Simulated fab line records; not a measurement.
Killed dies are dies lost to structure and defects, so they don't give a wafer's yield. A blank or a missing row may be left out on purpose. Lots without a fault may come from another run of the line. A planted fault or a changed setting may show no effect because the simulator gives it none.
fab line records	flow n5_finfet
record: lots: 8	wafers: 23	last_day: 18
route steps=1938 shown ZERO_LAYER@15 PMOS_HMC_CHANNEL_EPI@74 FIN_SAQP@99 BEOL_M4@1111 PASSIVATION@1936
lots that met no fault: from a run of the same line without faults
start_h: hours from the record's first day to the start of the lot's first wafer shown	wait_h: how many hours have passed since the lot's step before this one	" same as the row above	L1.1+2: a row that stands for several wafers	- either no value or no given start	* or withheld: withheld	< > ~ a bound
route shown NAME@n: a module of which the file shows steps, and the number in the route of the first	usual: average and standard deviation across the fault-free wafers	same: alike in all rows	chamber/n: place in a boat	sites: per-site readings	_std_site: the standard deviation of these	_edge_site: inner sites' mean taken away from outer sites' mean	radius_mm: how far each site lies from the wafer's centre	mask NAME#n: copy n	behind: the most recent tool/chamber to have shaped the wafer	hold: why the lot went on hold/how many hours it stayed there/how the hold came to an end	device: the transistor (n, p or np) that didn't switch	end of line: the route-end tests of the same wafers	where a step has no rows: the recipe by itself	killed: dies lost to structure and defects at the first sort, not the wafer's yield	map: a wafer's dies, x killed, . not, _ none there
set.NAME: the run value of the setting; set.NAME@STEP: its run value at that earlier step	model.NAME: the simulator's own value behind a step, which no gauge read
a sample of lots followed through the steps of the route, with each step as a table and each wafer as a row
services: a tool's chamber out of use, with start hour (start_h, from the record's first day; less than 0 if before it), hours out, and reason
== steps ==
step: N5_ZERO_LAYER_ETCH_17
recipe: chemistry: CF4	target: SiO2	target_depth_a: 120	time_s: 13.3	ion_energy_ev: 350	pressure_mtorr: 40	source_w: 450	bias_w: 215	Ar_flow_sccm: 100	cf4_flow_sccm: 100
usual: drypump_motor_current_A: 5.6/0.44	oes_product_au: 0.79/0.099	rf_vpp_V: 948/3.3	showerhead_plenum_p_Torr: 2.13/0.052	throttle_valve_pct: 15.72/0.17
same: time_s: 13.3
lot.wafer	tool	chamber	start_h	wait_h	drypump_motor_current_A	oes_product_au	rf_hours_counter_h	rf_vpp_V	showerhead_plenum_p_Torr	throttle_valve_pct
L981.3	rie_diel-06	0	12.84	0.0	5.2	0.88	25	946	2.10	15.43
L981.4	"	2	"	"	6.1	0.73	174	949	2.12	15.77
L981.6	"	2	"	"	6.1	0.73	-	948	2.12	15.79
L982.1	rie_diel-04	1	18.71	0.0	5.2	0.77	153	949	2.14	15.55
L982.3	"	0	"	"	5.9	0.77	136	947	2.14	15.81
L982.5	"	2	"	"	5.7	0.74	-	944	2.05	15.95
L987.4	rie_diel-03	2	48.84	0.0	5.3	0.69	214	947	2.13	15.69
L987.5	"	3	"	"	6.3	0.99	-	950	2.19	15.66
L987.6	"	2	"	"	5.3	0.69	-	948	2.13	15.68
L989.2	rie_diel-04	3	60.71	0.0	5.2	0.93	8	947	2.10	15.46
L989.4	"	1	"	"	5.3	0.75	167	950	2.13	15.59
L989.5	"	3	"	"	5.2	0.94	-	947	2.10	15.47
L998.1	rie_diel-03	3	114.85	0.0	6.4	0.93	27	950	2.18	15.68
L998.2	"	0	"	"	5.1	0.72	176	948	2.15	15.83
L998.4	"	2	"	"	5.3	0.68	-	948	2.12	15.73
L999.1	rie_diel-06	3	121.03	0.0	6.2	0.91	21	951	2.19	15.45
L999.2	"	0	"	"	5.2	0.84	52	946	2.09	15.47
L999.3	"	1	"	"	5.7	0.76	153	948	2.13	15.83
L100.1	rie_diel-06	3	126.80	0.0	6.2	0.91	21	952	2.19	15.45
L100.3	"	0	"	"	5.2	0.84	54	945	2.09	15.50
L100.4	"	2	"	"	6.1	0.71	202	949	2.12	15.83
L104.2	rie_diel-06	0	150.73	0.0	5.2	0.81	61	944	2.09	15.51
L104.5	"	2	"	"	6.0	0.70	-	947	2.11	15.85
step: N5_ZERO_LAYER_STRIP_24
recipe: chemistry: O2	power_w: 1000	temp_c: 250	overash_fraction: 0.3	pressure_mtorr: 1000	o2_flow_sccm: 6750
usual: drypump_motor_current_A: 6.26/0.26	heater_power_w: 312/19	o2_flow_sccm: 6749/20	oes_product_au: 0.648/0.0047	strip_time_to_endpoint_s: 43.84/0.092
lot.wafer	tool	chamber	start_h	wait_h	drypump_motor_current_A	heater_power_w	o2_flow_sccm	oes_product_au	rf_hours_counter_h	strip_time_to_endpoint_s
L981.3	plasma_asher-01	1	13.04	0.1	6.51	318	6788	0.647	-	43.84
L981.4	"	0	"	"	6.49	295	6746	0.641	-	43.78
L981.6	"	1	"	"	6.53	322	6749	0.648	-	43.80
L982.1	plasma_asher-02	1	18.90	0.1	5.94	297	6750	0.637	80	43.74
L982.3	"	1	"	"	5.95	299	6737	0.648	-	43.81
L982.5	"	1	"	"	5.94	291	6743	0.653	-	43.85
L987.4	plasma_asher-01	0	49.17	0.2	6.46	297	6780	0.645	-	43.94
L987.5	"	1	"	"	6.50	327	6768	0.652	-	43.84
L987.6	"	0	"	"	6.48	300	6769	0.654	-	43.87
L989.2	plasma_asher-01	1	60.89	0.1	6.50	335	6740	0.650	37	43.87
L989.4	"	0	"	"	6.50	291	6743	0.640	-	43.70
L989.5	"	1	"	"	6.52	325	6741	0.652	-	43.88
L998.1	plasma_asher-01	0	115.02	0.1	6.52	298	6758	0.655	47	43.92
L998.2	"	1	"	"	6.51	316	6732	0.646	47	43.91
L998.4	"	1	"	"	6.50	324	6767	0.646	-	43.99
L999.1	plasma_asher-02	1	121.20	0.1	5.93	289	6761	0.652	96	43.94
L999.2	"	0	"	"	6.02	336	6769	0.644	96	43.93
L999.3	"	0	"	"	6.02	338	6743	0.645	-	43.92
L100.1	plasma_asher-01	1	126.97	0.1	6.50	320	6756	0.649	50	43.82
L100.3	"	1	"	"	6.52	322	6766	0.648	-	43.68
L100.4	"	0	"	"	6.49	296	6742	0.648	-	43.78
L104.2	plasma_asher-02	1	150.92	0.1	5.95	284	6812	0.641	102	44.03
L104.5	"	0	"	"	5.99	345	6753	0.648	-	43.85
step: N5_PMOS_HMC_CHANNEL_EPI_FIN_RECESS_16
recipe: chemistry: HBr/Cl2	target: Si	mask_material: SiO2	target_depth_a: 540	time_s: 18	pressure_mtorr: 10	icp_w: 800	bias_w: 75	HBr_flow_sccm: 150	Cl2_flow_sccm: 80
usual: HBr_flow_sccm: 149.9/0.43	bias_w: 75.01/0.22	drypump_motor_current_A: 5.8/0.48	oes_product_au: 0.996/0.015	throttle_valve_pct: 35.6/0.54	time_s: 18/0
lot.wafer	tool	chamber	start_h	wait_h	HBr_flow_sccm	bias_w	drypump_motor_current_A	oes_product_au	rf_hours_counter_h	throttle_valve_pct	time_s
L981.3	rie_si-03	2	17.74	0.0	150.1	74.38	6.2	1.010	80	36.6	18
L981.4	"	1	"	"	149.8	75.08	5.8	0.993	139	35.0	18
L981.6	"	2	"	"	149.7	74.82	6.2	1.004	-	36.6	18
L982.1	rie_si-02	3	23.53	0.0	149.0	75.13	6.7	0.977	120	36.0	18
L982.3	"	1	"	"	149.7	74.81	5.3	1.015	33	35.9	18
L982.5	"	2	"	"	150.0	75.24	6.0	0.984	-	35.3	18
L987.4	rie_si-04	0	54.04	0.0	149.9	74.81	6.3	0.987	166	35.4	18
L987.5	"	3	"	"	150.6	74.72	5.5	0.995	-	35.0	18
L987.6	"	2	"	"	149.2	75.22	5.4	1.005	-	36.5	18
L989.2	rie_si-03	2	65.79	0.0	149.8	74.95	6.1	1.007	81	36.6	18
L989.4	"	3	"	"	150.1	74.71	5.0	0.974	3	34.8	18
L989.5	"	1	"	"	150.3	75.02	5.9	1.000	-	35.0	18
L998.1	rie_si-03	3	120.03	0.0	-	-	-	-	-	-	-
L998.2	"	0	"	"	-	-	-	-	-	-	-
L998.4	"	1	"	"	-	-	-	-	-	-	-
L999.1	rie_si-03	3	125.89	0.0	-	-	-	-	-	-	-
L999.2	"	1	"	"	-	-	-	-	-	-	-
L999.3	"	2	"	"	-	-	-	-	-	-	-
L100.1	rie_si-03	0	132.97	0.0	-	-	-	-	-	-	-
L100.3	"	2	"	"	-	-	-	-	-	-	-
L100.4	"	3	"	"	-	-	-	-	-	-	-
L104.2	rie_si-02	2	156.24	0.0	150.1	75.21	6.0	0.978	56	35.3	18
L104.5	"	1	"	"	150.0	74.78	5.3	1.009	-	35.9	18
step: N5_FIN_SAQP_PECVD_48
recipe: material: SiNx	target_thk_a: 250	temp_c: 400	precursor: SiH4/NH3/N2	pressure_torr: 1.5	rf_w: 300	time_s: 22.1
usual: heater_power_w: 748/150	showerhead_plenum_p_Torr: 5.15/0.063	throttle_valve_pct: 39.2/1.8
same: time_s: 22.1
lot.wafer	tool	chamber	start_h	wait_h	heater_power_w	showerhead_plenum_p_Torr	since_wet_clean_h	throttle_valve_pct
L981.3	pecvd-02	2	21.06	0.0	744	5.20	2175	46.9
L981.4	"	0	"	"	597	5.26	-	36.4
L981.6	"	2	"	"	777	5.20	-	47.4
L982.1	pecvd-04	0	27.57	0.0	773	5.11	550	38.9
L982.3	"	1	"	"	676	5.15	1275	39.9
L982.5	"	1	"	"	692	5.13	-	40.1
L987.4	pecvd-02	0	57.05	0.0	553	5.25	-	36.5
L987.5	"	2	"	"	921	5.18	-	36.6
L987.6	"	1	"	"	846	5.16	-	39.1
L989.2	pecvd-01	1	69.07	0.0	577	5.19	1860	39.9
L989.4	"	2	"	"	688	5.11	-	39.6
L989.5	"	0	"	"	1045	5.12	-	40.2
L998.1	pecvd-01	1	123.42	0.0	504	5.20	1915	39.8
L998.2	"	0	"	"	986	5.11	1190	40.3
L998.4	"	2	"	"	700	5.10	-	40.3
L999.1	pecvd-01	1	130.41	0.0	502	5.20	1922	39.6
L999.2	"	0	"	"	923	5.11	1197	40.0
L999.3	"	1	"	"	497	5.20	-	39.8
L100.1	pecvd-04	0	136.56	0.0	759	5.11	659	39.5
L100.3	"	0	"	"	760	5.11	-	39.2
L100.4	"	1	"	"	637	5.14	-	40.2
L104.2	pecvd-04	2	159.48	0.0	916	5.02	2132	41.6
L104.5	"	2	"	"	904	5.03	-	41.6
step: N5_FIN_SAQP_OVL_MEAS_17
recipe: points_per_wafer: 44
usual: FIN_CORE_OVL: 0.2/0.91
lot.wafer	tool	chamber	start_h	wait_h	FIN_CORE_OVL[nm]
L981.3	overlay-02	0	21.72	0.0	0.6
L981.4	"	0	"	"	0.4
L981.6	"	0	"	"	-1.0
L982.1	overlay-01	0	28.25	0.0	-1.0
L982.3	"	0	"	"	-0.1
L982.5	"	0	"	"	-0.6
L987.4	overlay-01	0	57.68	0.0	0.8
L987.5	"	0	"	"	-0.8
L987.6	"	0	"	"	1.4
L989.2	overlay-01	0	69.74	0.1	0.4
L989.4	"	0	"	"	0.1
L989.5	"	0	"	"	1.6
L998.1	overlay-01	0	124.07	0.0	-
L998.2	"	0	"	"	-
L998.4	"	0	"	"	-
L999.1	overlay-02	0	131.17	0.0	-
L999.2	"	0	"	"	-
L999.3	"	0	"	"	-
L100.1	overlay-01	0	137.15	0.0	-
L100.3	"	0	"	"	-
L100.4	"	0	"	"	-
L104.2	overlay-01	0	160.18	0.0	1.5
L104.5	"	0	"	"	1.7
step: N5_BEOL_M4_RC_MEAS_101
usual: DIBL_N: 36.0/2.5	DIBL_P: 36.2/3	IOFF_N: 0.16/0.044	IOFF_P: 0.21/0.049	IOFF_P_85C: 3.7/0.7	IOFF_P_LIN: 0.100/0.017	IOFF_P_LONG: 0.000106/1e-05	ION_N: 671/15	ION_P: 461/8.7	REXT_P: 100.4/2.3	SS_N: 71.5/0.72	SS_P: 73.4/0.9	VT_N: 251/4.4	VT_P: -250/4	VT_P_LONG: -275.2/2.8	VT_P_LVT: -99/3.9
lot.wafer	tool	chamber	start_h	wait_h	DIBL_N[mV/V]	DIBL_P[mV/V]	IOFF_N[nA/um]	IOFF_P[nA/um]	IOFF_P_85C[nA/um]	IOFF_P_LIN[nA/um]	IOFF_P_LONG[nA/um]	ION_N[uA/um]	ION_P[uA/um]	REXT_P[ohm.um]	SS_N[mV/dec]	SS_P[mV/dec]	VT_N[mV]	VT_P[mV]	VT_P_LONG[mV]	VT_P_LVT[mV]
L981.3	prober-01	0	180.36	0.3	34.7	33.8	0.13	0.20	3.5	0.102	0.000122	653	456	99.4	71.5	72.0	255	-250	-270.9	-97
L981.4	"	0	"	"	36.7	36.3	0.16	0.24	4.1	0.117	0.000122	672	469	96.7	71.4	73.8	249	-243	-269.7	-95
L981.6	"	0	"	"	33.9	32.7	0.12	0.19	3.3	0.097	0.000125	667	468	98.3	71.0	72.1	252	-246	-268.7	-97
L982.1	prober-02	0	189.25	0.6	34.6	36.4	0.13	0.19	3.3	0.090	0.000104	652	449	100.0	71.9	73.2	254	-252	-278.0	-101
L982.3	"	0	"	"	33.6	35.3	0.13	0.17	3.1	0.084	9.7e-05	660	452	99.1	71.7	73.2	253	-253	-280.3	-103
L982.5	"	0	"	"	33.5	35.5	0.13	0.18	3.2	0.087	0.000107	652	447	99.3	72.0	73.0	254	-255	-278.5	-103
L987.4	prober-01	0	219.58	0.5	36.4	36.8	0.15	0.20	3.6	0.099	9.8e-05	678	464	104.5	71.5	73.5	252	-251	-277.9	-101
L987.5	"	0	"	"	34.6	33.4	0.11	0.16	3.0	0.086	9.1e-05	653	452	104.0	70.4	72.5	255	-253	-276.8	-102
L987.6	"	0	"	"	35.0	35.4	0.12	0.20	3.5	0.099	0.000102	669	468	99.6	71.6	72.8	255	-252	-273.2	-101
L989.2	prober-01	0	222.69	0.2	34.1	32.0	0.11	0.14	2.7	0.075	9.3e-05	661	453	98.3	70.8	72.9	259	-259	-279.6	-102
L989.4	"	0	"	"	36.0	35.3	0.13	0.16	3.0	0.081	0.000101	658	450	100.7	71.4	73.9	255	-258	-275.2	-103
L989.5	"	0	"	"	37.1	37.1	0.15	0.20	3.5	0.093	9.2e-05	654	455	99.7	72.1	74.2	251	-254	-279.4	-102
L999.1	prober-01	0	285.81	0.0	35.9	57.7	0.18	0.00	0.1	0.001	2.9e-05	676	118	79.0	71.0	76.9	248	-410	-497.6	-262
L999.2	"	0	"	"	34.4	56.9	0.14	0.00	0.1	0.001	3.2e-05	655	117	78.3	70.9	77.5	255	-414	-494.7	-262
L999.3	"	0	"	"	36.0	57.8	0.18	0.00	0.1	0.001	3.1e-05	677	118	77.9	72.3	77.1	248	-414	-492.9	-263
L100.1	prober-01	0	286.74	0.4	33.0	50.2	0.10	0.00	0.0	0.000	2.5e-05	653	112	80.1	71.0	74.9	258	-423	-494.8	-271
L100.3	"	0	"	"	32.5	52.3	0.10	0.00	0.1	0.000	3e-05	643	112	79.7	70.5	76.0	259	-420	-496.0	-270
L100.4	"	0	"	"	35.2	56.0	0.14	0.00	0.1	0.000	2.9e-05	668	114	79.8	71.3	77.2	250	-419	-496.1	-265
L998.1	prober-02	0	301.68	0.0	36.5	56.3	0.14	0.00	0.1	0.001	3e-05	670	115	81.0	71.0	76.4	250	-422	-493.2	-265
L998.2	"	0	"	"	40.5	59.7	0.22	0.00	0.1	0.001	2.6e-05	674	114	80.1	72.4	77.5	246	-417	-496.3	-264
L998.4	"	0	"	"	36.9	57.3	0.14	0.00	0.1	0.001	3.2e-05	665	117	78.0	71.9	77.3	253	-416	-495.0	-265
L104.2	prober-02	0	318.85	0.2	37.1	38.2	0.17	0.21	3.7	0.095	0.0001	685	470	102.0	71.1	74.5	253	-253	-280.8	-103
L104.5	"	0	"	"	34.0	34.5	0.12	0.16	2.9	0.078	8.6e-05	675	460	101.5	70.8	73.5	252	-258	-279.6	-105
step: N5_PASSIVATION_PROBE_49
usual: defect_limited_yield: 91.7/1.4	killed_at_M0_to_M3: 31/11	killed_at_M4_up: 13/4.6	killed_at_contacts: 13/6.7	killed_at_front_end: 39/9.6	killed_at_other: 3.5/2.8	killed_dies: 98/16	killed_open: 64/11	killed_short: 33/8.5	sort_bin_5_function: 4.9/0.96	sort_bin_6_memory: 3.1/0.59	sort_bin_8_speed: 0.2/1.3	sort_n_pass: 1080/23	sort_yield_pct: 91.5/1.9
same: gross_dies: 1180	killed_at_back_side: 0	sort_bin_4_leakage[%]: 0
lot.wafer	tool	chamber	start_h	wait_h	defect_limited_yield[%]	killed_at_M0_to_M3	killed_at_M4_up	killed_at_contacts	killed_at_front_end	killed_at_other	killed_dies	killed_open	killed_short	sort_bin_5_function[%]	sort_bin_6_memory[%]	sort_bin_8_speed[%]	sort_n_pass	sort_yield_pct[%]
L999.1	prober-02	-	387.91	0.0	91.2	36	15	10	37	6	104	72	32	4.9	3.6	91.2	0	0
L999.2	prober-02	-	387.96	0.1	91.5	30	9	16	35	10	100	70	30	4.9	3.3	91.5	0	0
L999.3	prober-02	-	388.01	0.1	88.1	55	18	15	43	9	140	105	34	7.6	4.1	88.1	0	0
L100.1	prober-02	-	393.04	0.0	91.9	23	15	20	34	3	95	62	32	4.2	3.6	91.9	0	0
L100.3	prober-02	-	393.14	0.1	93.7	25	11	14	21	3	74	50	24	4.0	2.2	93.7	0	0
L100.4	prober-02	-	393.19	0.2	93.5	17	19	16	22	3	77	50	27	3.6	2.8	93.5	0	0
L998.1	prober-01	-	409.27	0.0	90.8	35	14	10	49	1	109	76	33	5.7	3.4	90.8	0	0
L998.2	prober-01	-	409.32	0.1	92.1	33	9	11	32	8	93	53	38	4.0	3.7	92.1	0	0
L998.4	prober-01	-	409.42	0.2	87.9	57	13	17	54	2	143	90	52	6.3	5.4	87.9	0	0
killed by level:class
L999.1 FIN_SAQP:geometric_particle:open=10 MOL_CONTACT_COAG:geometric_particle:open=9 BEOL_M0_SAQP:geometric_particle:short=9 BEOL_M1:geometric_particle:open=9 STI_FIN_REVEAL:geometric_particle:open=8 BEOL_M4:geometric_particle:open=8 BEOL_M1:geometric_particle:short=6 GATE_CUT:geometric_particle:open=4
L999.2 MOL_CONTACT_COAG:geometric_particle:open=15 BEOL_M0_SAQP:geometric_particle:short=8 STI_FIN_REVEAL:geometric_particle:open=7 BEOL_M1:geometric_particle:open=7 STARTING-WAFER:geometric_particle:open=6 FIN_SAQP:geometric_particle:short=5 FIN_SAQP:geometric_particle:open=5 BEOL_M0_SAQP:geometric_particle:open=5
L999.3 BEOL_M1:geometric_particle:open=19 FIN_SAQP:geometric_particle:open=13 STI_FIN_REVEAL:geometric_particle:open=13 MOL_CONTACT_COAG:geometric_particle:open=13 BEOL_M3:geometric_particle:open=10 BEOL_M0_SAQP:geometric_particle:open=9 BEOL_M0_SAQP:geometric_particle:short=6 BEOL_M4:geometric_particle:open=6
L100.1 MOL_CONTACT_COAG:geometric_particle:open=17 FIN_SAQP:geometric_particle:short=6 BEOL_M0_SAQP:geometric_particle:short=5 BEOL_M8:geometric_particle:open=5 BEOL_M2:geometric_particle:open=5 FIN_SAQP:geometric_particle:open=4 STI_FIN_REVEAL:geometric_particle:open=4 STI_FIN_REVEAL:geometric_particle:short=3
L100.3 MOL_CONTACT_COAG:geometric_particle:open=11 BEOL_M0_SAQP:geometric_particle:open=8 BEOL_M0_SAQP:geometric_particle:short=6 FIN_SAQP:geometric_particle:short=4 STI_FIN_REVEAL:geometric_particle:open=4 GATE_CUT:geometric_particle:short=3 ILD0:geometric_particle:open=3 MOL_CONTACT_COAG:geometric_particle:short=3
L100.4 MOL_CONTACT_COAG:geometric_particle:open=12 BEOL_M0:geometric_particle:open=5 BEOL_M1:geometric_particle:short=5 BEOL_M8:geometric_particle:open=5 ILD0:geometric_particle:short=4 MOL_CONTACT_COAG:geometric_particle:short=4 BEOL_M4:geometric_particle:open=4 FIN_SAQP:geometric_particle:short=3
L998.1 STI_FIN_REVEAL:geometric_particle:open=13 MOL_CONTACT_COAG:geometric_particle:open=8 BEOL_M3:geometric_particle:open=8 BEOL_M1:geometric_particle:open=7 FIN_SAQP:geometric_particle:open=6 FIN_SAQP:geometric_particle:short=5 BEOL_M0_SAQP:geometric_particle:open=5 BEOL_M5:geometric_particle:open=5
L998.2 FIN_SAQP:geometric_particle:short=15 BEOL_M3:geometric_particle:open=8 MOL_CONTACT_COAG:geometric_particle:open=8 BEOL_M0_SAQP:geometric_particle:open=7 BEOL_M0_SAQP:geometric_particle:short=6 FIN_SAQP:geometric_particle:open=5 DUMMY_GATE:geometric_particle:open=3 MOL_CONTACT_COAG:geometric_particle:short=3
L998.4 BEOL_M0_SAQP:geometric_particle:short=16 BEOL_M0_SAQP:geometric_particle:open=15 FIN_SAQP:geometric_particle:open=14 MOL_CONTACT_COAG:geometric_particle:open=14 FIN_SAQP:geometric_particle:short=12 DUMMY_GATE:geometric_particle:open=8 BEOL_M3:geometric_particle:open=8 STI_FIN_REVEAL:geometric_particle:open=7
== services ==
tool	chamber	start_h	hours	kind
rie_si-03	-	-4.73	0.3	repair
rie_si-04	1	-2.36	11.3	repair
rie_diel-04	-	7.01	0.3	repair
pecvd-04	-	19.86	2.8	pm
rie_diel-06	3	26.09	-	clean
rie_diel-06	3	26.09	-	consumable_replace:focus_ring
pecvd-02	-	27.01	0.8	pm
pecvd-01	2	27.38	12.2	repair
plasma_asher-02	-	36.20	14.6	pm
pecvd-02	-	45.99	3.5	repair
rie_si-04	-	86.33	0.3	repair
rie_diel-06	-	86.87	0.4	repair
pecvd-01	-	117.11	0.8	pm
rie_si-02	0	119.99	15.0	repair
pecvd-01	2	127.08	7.0	repair
pecvd-02	-	130.40	5.5	pm
rie_diel-06	3	133.56	10.2	repair
rie_diel-03	1	146.18	2.5	repair
pecvd-01	-	148.62	1.1	repair
pecvd-01	-	149.76	2.8	pm
rie_si-04	-	153.37	1.1	repair
rie_si-04	-	154.56	2.8	pm
pecvd-04	1	156.71	4.8	repair
rie_diel-03	-	159.37	0.7	repair
== key ==
first_sign: step: N5_PMOS_HMC_CHANNEL_EPI_FIN_RECESS_16	reading: tool_record	direction: missing
effect: step: N5_FIN_SAQP_OVL_MEAS_17	reading: FIN_CORE_OVL	direction: missing
effect: step: N5_BEOL_M4_RC_MEAS_101	reading: VT_P_LONG	direction: down	sigmas: 77	usual: -275.2	struck: -495.2
effect: step: N5_BEOL_M4_RC_MEAS_101	reading: VT_P_LVT	direction: down	sigmas: 42	usual: -99	struck: -265
effect: step: N5_BEOL_M4_RC_MEAS_101	reading: VT_P	direction: down	sigmas: 42	usual: -250	struck: -417
effect: step: N5_BEOL_M4_RC_MEAS_101	reading: ION_P	direction: down	sigmas: 40	usual: 461	struck: 115
effect: step: N5_BEOL_M4_RC_MEAS_101	reading: REXT_P	direction: down	sigmas: 9.1	usual: 100.4	struck: 79.3
effect: step: N5_BEOL_M4_RC_MEAS_101	reading: IOFF_P_LONG	direction: down	sigmas: 7.7	usual: 0.000106	struck: 2.9e-05
effect: step: N5_BEOL_M4_RC_MEAS_101	reading: DIBL_P	direction: up	sigmas: 6.7	usual: 36.2	struck: 56.0
effect: step: N5_BEOL_M4_RC_MEAS_101	reading: IOFF_P_LIN	direction: down	sigmas: 5.8	usual: 0.100	struck: 0.001
effect: step: N5_BEOL_M4_RC_MEAS_101	reading: IOFF_P_85C	direction: down	sigmas: 5.1	usual: 3.7	struck: 0.1
effect: step: N5_BEOL_M4_RC_MEAS_101	reading: IOFF_P	direction: down	sigmas: 4.4	usual: 0.21	struck: 0.00
effect: step: N5_BEOL_M4_RC_MEAS_101	reading: SS_P	direction: up	sigmas: 3.8	usual: 73.4	struck: 76.8
effect: step: N5_PASSIVATION_PROBE_49	reading: sort_bin_8_speed	direction: up	sigmas: 69	usual: 0.2	struck: 91.2
met_at N5_PMOS_HMC_CHANNEL_EPI_FIN_RECESS_16
struck_lots L998,L999,L100
not_acting_at N5_ZERO_LAYER_ETCH_17,N5_ZERO_LAYER_STRIP_24,N5_FIN_SAQP_PECVD_48
onset_between 65.79 120.03
fault: kind: skipped_step_whole	tool: rie_si-03	chamber: -	onset_h: 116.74	steps: N5_PMOS_HMC_CHANNEL_EPI_FIN_RECESS_16	scope: struck_lots_only
